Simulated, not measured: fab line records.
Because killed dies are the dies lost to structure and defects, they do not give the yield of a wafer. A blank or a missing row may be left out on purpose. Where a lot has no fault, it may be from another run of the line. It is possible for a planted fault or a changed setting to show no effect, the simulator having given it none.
Matching of chambers ; flow n5 finfet ; N5_WELL_APT_DESCUM_30 on rie diel-06: 4 sister chambers
The step chemistry O2, time 7.9 s. 8 wafers are shown with their chamber, then 9 later ones without.

== WAFERS WITH THEIR CHAMBER ==
wafer;chamber;drypump motor current A (A);throttle valve pct (%)
L075.4;1;5.5;20.93
L081.6;3;5.7;20.51
L083.4;0;4.8;20.20
L083.5;1;5.6;20.95
L083.6;2;6.4;20.75
L090.3;0;4.8;20.22
L090.4;2;6.4;20.38
L090.6;3;5.7;20.52

== WAFERS WITH NO CHAMBER GIVEN ==
wafer;drypump motor current A (A);throttle valve pct (%)
L092.1;6.4;20.37
L092.4;4.8;20.24
L092.6;5.5;21.01
L094.2;5.5;21.02
L094.3;6.4;20.36
L094.6;5.7;20.54
L095.1;5.5;21.03
L095.3;5.7;20.56
L095.5;5.6;21.00

== CHAMBER TAKEN BY EACH ==
wafer;from the rows above;in truth
L092.1;2;2
L092.4;0;0
L092.6;1;1
L094.2;1;1
L094.3;2;2
L094.6;3;3
L095.1;1;1
L095.3;3;3
L095.5;1;1
Placed correctly: 9 of 9. Number that these rows cannot place: 0. Placed wrongly: 0.
How it was worked out, from the rows above alone: a wafer's distance from a chamber is the root of the sum, over the readings, of the square of ((its reading less the chamber's mean) divided by the reading's scatter). The wafer belongs to the nearest chamber; if the next one is less than 2 further off, it can't be placed. The mean given for a chamber averages the wafers shown for that chamber. The scatter: take each reading less its chamber's mean, square it, sum over the shown wafers, divide by the number of wafers less the number of chambers, and take the root.
